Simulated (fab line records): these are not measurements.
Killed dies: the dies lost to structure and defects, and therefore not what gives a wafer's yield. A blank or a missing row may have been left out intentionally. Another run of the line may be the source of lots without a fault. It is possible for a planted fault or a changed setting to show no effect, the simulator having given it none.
Which tool is to blame? ; flow n5 finfet ; 11 lots with 33 wafers sampled at 5 steps, on a route of 1938 steps

## WHAT THE GAUGES READ, wafer by wafer
N5_BEOL_M11_THK_MEAS_53: measures by xrf.
lot;measured;on;M11_THK (nm)
L939;day 10 01:20;film metro-02;135 132 138
L941;day 10 12:13;film metro-01;138 132 130
L940;day 10 18:10;film metro-02;138 139 144
L942;day 11 00:59;film metro-02;139 139 135
L944;day 11 19:26;film metro-01;142 138 138
L953;day 13 16:46;film metro-01;132 134 141
L954;day 14 03:43;film metro-02;141 142 141
L959;day 16 04:55;film metro-01;142 136 143
L960;day 16 09:47;film metro-01;141 139 146
L961;day 16 10:07;film metro-01;136 139 136
L962;day 16 16:44;film metro-02;143 139 147

N5_BEOL_M12_CD_MEAS_10: target cd 140 nm.
lot;measured;on;cd nm (nm)
L939;day 10 02:08;cd sem-02;144.1 142.1 139.8
L941;day 10 12:51;cd sem-01;139.1 138.9 141.5
L940;day 10 18:54;cd sem-03;143.1 144.0 145.9
L942;day 11 01:40;cd sem-01;142.0 141.8 144.0
L944;day 11 20:04;cd sem-01;139.1 143.9 140.2
L953;day 13 17:31;cd sem-01;127.8 125.3 125.9
L954;day 14 04:31;cd sem-03;122.6 125.8 123.2
L959;day 16 05:40;cd sem-02;138.4 142.0 138.7
L960;day 16 10:31;cd sem-01;136.3 140.4 140.2
L961;day 16 10:52;cd sem-02;145.1 137.5 139.0
L962;day 16 17:30;cd sem-02;139.5 138.0 143.1

## EACH LOT AND THE TOOL THAT RAN IT (in order: tool; ch and the chambers of the sampled wafers; start)
lot;N5_BEOL_M11_CURE_72;N5_BEOL_M11_ANNEAL_51;N5_BEOL_M12_PEB_08
L939;uv cure-02 ch 0, day 9 23:35;rtp anneal-02 ch 0, day 10 00:50;litho track-02 ch 0, day 10 02:01
L941;uv cure-02 ch 0, day 10 09:53;rtp anneal-01 ch 0, day 10 11:37;litho track-05 ch 0, day 10 12:44
L940;uv cure-03 ch 0, day 10 15:40;rtp anneal-01 ch 0, day 10 17:35;litho track-01 ch 0, day 10 18:47
L942;uv cure-01 ch 1, day 10 22:39;rtp anneal-01 ch 0, day 11 00:13;litho track-05 ch 0, day 11 01:33
L944;uv cure-02 ch 0, day 11 16:26;rtp anneal-01 ch 0, day 11 18:34;litho track-05 ch 0, day 11 19:56
L953;uv cure-03 ch 1, day 13 14:59;rtp anneal-02 ch 0, day 13 16:09;litho track-01 ch 0, day 13 17:23
L954;uv cure-02 ch 2, day 14 01:17;rtp anneal-02 ch 0, day 14 03:08;litho track-01 ch 0, day 14 04:24
L959;uv cure-02 ch 1, day 16 02:52;rtp anneal-01 ch 0, day 16 04:19;litho track-02 ch 0, day 16 05:33
L960;uv cure-01 ch 1, day 16 06:34;rtp anneal-01 ch 0, day 16 09:16;litho track-05 ch 0, day 16 10:25
L961;uv cure-03 ch 2, day 16 06:49;rtp anneal-02 ch 0, day 16 09:34;litho track-02 ch 0, day 16 10:44
L962;uv cure-01 ch 2, day 16 14:20;rtp anneal-02 ch 0, day 16 16:11;litho track-01 ch 0, day 16 17:23
- N5_BEOL_M11_CURE_72: cures SiCOH lowk, time 120 s.
- N5_BEOL_M11_ANNEAL_51: time 90 s.
- N5_BEOL_M12_PEB_08: peb time 90 s.

## WHAT THE TOOLS THEMSELVES READ (means of the sampled wafers that have a number; where no wafer has one, the mark that the record gives instead)
N5_BEOL_M11_CURE_72.
lot;tool;lamp power pct (%);wafer_temp_C_max
L939;uv cure-02;52.30;371.9
L941;uv cure-02;52.32;371.9
L940;uv cure-03;52.28;371.2
L942;uv cure-01;52.29;371.4
L944;uv cure-02;52.29;371.9
L953;uv cure-03;52.36;373.0
L954;uv cure-02;52.30;372.0
L959;uv cure-02;52.30;370.6
L960;uv cure-01;52.31;371.4
L961;uv cure-03;52.28;372.0
L962;uv cure-01;52.31;371.6

N5_BEOL_M11_ANNEAL_51.
lot;tool;wafer_temp_C_max
L939;rtp anneal-02;226.26
L941;rtp anneal-01;226.02
L940;rtp anneal-01;226.13
L942;rtp anneal-01;225.99
L944;rtp anneal-01;226.29
L953;rtp anneal-02;225.89
L954;rtp anneal-02;225.97
L959;rtp anneal-01;225.71
L960;rtp anneal-01;225.93
L961;rtp anneal-02;226.21
L962;rtp anneal-02;225.76

N5_BEOL_M12_PEB_08.
lot;tool;heater power total W (W);plate temp C (C)
L939;litho track-02;173.1;130.13
L941;litho track-05;172.8;129.92
L940;litho track-01;171.1;129.96
L942;litho track-05;172.2;129.97
L944;litho track-05;172.4;129.87
L953;litho track-01;165.2;125.39
L954;litho track-01;165.4;125.59
L959;litho track-02;172.1;130.07
L960;litho track-05;172.5;130.00
L961;litho track-02;172.1;130.05
L962;litho track-01;172.7;130.08

## THE ANSWER, worked out from the rows above alone
Rule: the usual values come from the lots themselves. Put in order of their means at a reading, lots are off if they are a third of the lots or fewer, leave a main group of 4 or more, and stand apart from it by a gap of 3 or more times the standard deviation of the main group's means; of several such gaps the widest counts. If all means in a main group match to the digits the tables above print for the reading, that group is not used. A lot without any number at a reading at which 4 lots or more have one is off too. The other lots that the step has rows for count as sound. Order of review: gauges by route order, followed by the tools' own readings, for which a lot's mean as printed above is used. At the first step where some lot is off, the reading lying furthest off is the one used; lots without a number count as furthest.
Off, at N5_BEOL_M12_CD_MEAS_10 on cd nm: L953, L954. Mean 141.0 nm and standard deviation 1.6 in the main group.
A tool fits if, at a process step before that reading, it ran every lot that is off, and no sound lot after the first of them. The gauges at N5_BEOL_M12_CD_MEAS_10 aren't tried: what is off there is off at N5_BEOL_M12_PEB_08 too, on other tools, and a gauge's error can't cause that. Not one of the candidates tried fits.

## WHAT THE SIMULATOR HAD INSERTED
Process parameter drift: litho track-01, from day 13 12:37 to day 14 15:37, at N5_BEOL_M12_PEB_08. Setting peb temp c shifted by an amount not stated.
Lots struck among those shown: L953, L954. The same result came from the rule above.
